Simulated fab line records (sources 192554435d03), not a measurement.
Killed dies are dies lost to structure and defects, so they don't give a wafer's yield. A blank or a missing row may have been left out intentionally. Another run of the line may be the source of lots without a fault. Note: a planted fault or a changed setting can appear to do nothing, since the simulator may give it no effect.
Shared-tool check	flow n5Finfet	Sampled: 8 lots, 24 wafers

== WHY IT WAS OPENED ==
On 2 of the 8 lots, a flag is raised at N5_SD_EPI_P_INSPECT_26 on the reading rawDefectCount. No-fault wafers: 159, standard deviation 33.
Rule: a lot gets a flag if all its wafers with a number sit over 4 standard deviations from that mean, or if no wafer of it has a number. The rest of the lots are taken to be sound.

lot	measured	on	rawDefectCount, wafer by wafer	flag
L734	day 3 22:03	defectInspect-02	165 183 172	
L741	day 5 20:47	defectInspect-01	122 150 178	
L743	day 6 06:05	defectInspect-01	135 153 161	
L749	day 7 15:26	defectInspect-01	692 751 710	FLAGGED
L750	day 7 21:24	defectInspect-02	692 702 701	FLAGGED
L751	day 8 03:04	defectInspect-02	140 217 198	
L753	day 8 17:01	defectInspect-02	138 157 95	
L755	day 9 09:17	defectInspect-02	170 142 140	
The mean of the flagged lots' numbers is 708, +549 from the usual (+17 standard deviations).

== EACH LOT AND THE TOOL IT RAN ON ==
The record holds 3 process steps before the reading, out of a route of 1938 steps. Every cell lists first the tool, next ch and the chambers used by the sampled wafers, and last the start.
lot	flag	N5_SD_EPI_P_ETCH_36	N5_SD_EPI_P_ETCHBACK_46	N5_SD_EPI_P_PRECLEAN_33
L734		rieDiel-06 ch 1,2, day 3 17:19	rieDiel-06 ch 1,2, day 3 17:42	wetBench-04 ch 0,3,5, day 3 22:00
L741		rieDiel-03 ch 1,2,3, day 5 17:05	rieDiel-03 ch 1,2,3, day 5 17:28	wetBench-02 ch 1,5,7, day 5 20:43
L743		rieDiel-06 ch 1,3, day 6 02:23	rieDiel-06 ch 1,3, day 6 02:46	wetBench-02 ch 0,4,7, day 6 06:01
L749	FLAGGED	rieDiel-06 ch 0,2,3, day 7 11:46	rieDiel-06 ch 0,2,3, day 7 12:08	wetBench-02 ch 0,3,5, day 7 15:23
L750	FLAGGED	rieDiel-06 ch 0,1,3, day 7 17:43	rieDiel-06 ch 0,1,3, day 7 18:06	wetBench-02 ch 1,2,3, day 7 21:21
L751		rieDiel-01 ch 0,2, day 7 22:31	rieDiel-01 ch 0,2, day 7 22:54	wetBench-04 ch 0,3,4, day 8 03:01
L753		rieDiel-06 ch 1,2,3, day 8 12:29	rieDiel-06 ch 1,2,3, day 8 12:52	wetBench-01 ch 2,4,6, day 8 16:58
L755		rieDiel-06 ch 1,2, day 9 05:35	rieDiel-06 ch 1,2, day 9 05:58	wetBench-04 ch 1,2,6, day 9 09:14
These steps, and what they do:
- N5_SD_EPI_P_ETCH_36: etches SiARC in CF4, target depth 45.5 nm, time 75.8 s.
- N5_SD_EPI_P_ETCHBACK_46: etches SiNx in CH3F/O2, stops on SiO2, target depth 17.5 nm.
- N5_SD_EPI_P_PRECLEAN_33: cleans in SC2, time 45 s.
- N5_SD_EPI_P_INSPECT_26: inspects for defects (darkfield).

== FLAGGED OVER TOTAL, TOOL BY TOOL (the gauges that took the reading come last) ==
step	tool	lots run	flagged	share of the flagged lots	sound lots run after its first flagged lot
N5_SD_EPI_P_ETCH_36	rieDiel-01	1	0	none	-
N5_SD_EPI_P_ETCH_36	rieDiel-03	1	0	none	-
N5_SD_EPI_P_ETCH_36	rieDiel-06	6	2	all	2 (L753,L755)
N5_SD_EPI_P_ETCHBACK_46	rieDiel-01	1	0	none	-
N5_SD_EPI_P_ETCHBACK_46	rieDiel-03	1	0	none	-
N5_SD_EPI_P_ETCHBACK_46	rieDiel-06	6	2	all	2 (L753,L755)
N5_SD_EPI_P_PRECLEAN_33	wetBench-01	1	0	none	-
N5_SD_EPI_P_PRECLEAN_33	wetBench-02	4	2	all	0
N5_SD_EPI_P_PRECLEAN_33	wetBench-04	3	0	none	-
N5_SD_EPI_P_INSPECT_26	defectInspect-01	3	1	some	0
N5_SD_EPI_P_INSPECT_26	defectInspect-02	5	1	some	3 (L751,L753,L755)

== WHAT THE TABLE PERMITS ==
rieDiel-06 at N5_SD_EPI_P_ETCH_36, rieDiel-06 at N5_SD_EPI_P_ETCHBACK_46 and wetBench-02 at N5_SD_EPI_P_PRECLEAN_33: these 3 rows of the table ran every flagged lot.
- rieDiel-06 at N5_SD_EPI_P_ETCH_36 ran 6 lots, 2 of them flagged. Sound lots followed the first flagged one (L753, L755) on it, something a lasting fault affecting the whole tool could not allow.
- rieDiel-06 at N5_SD_EPI_P_ETCHBACK_46 ran 6 lots, 2 of them flagged. Sound lots followed the first flagged one (L753, L755) on it, something a lasting fault affecting the whole tool could not allow.
- wetBench-02 at N5_SD_EPI_P_PRECLEAN_33 ran 4 lots, 2 of them flagged. A fault beginning between L743 (day 6 06:01), its last sound lot, and L749 (day 7 15:23), its first flagged one, fits the data.
wetBench-02 at N5_SD_EPI_P_PRECLEAN_33 is the single tool remaining.

== WHAT THE SIMULATOR PUT IN ==
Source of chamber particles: wetBench-02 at N5_SD_EPI_P_PRECLEAN_33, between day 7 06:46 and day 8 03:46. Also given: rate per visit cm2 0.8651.
Struck lots among those shown: L749, L750. This agrees with what the rule above found.
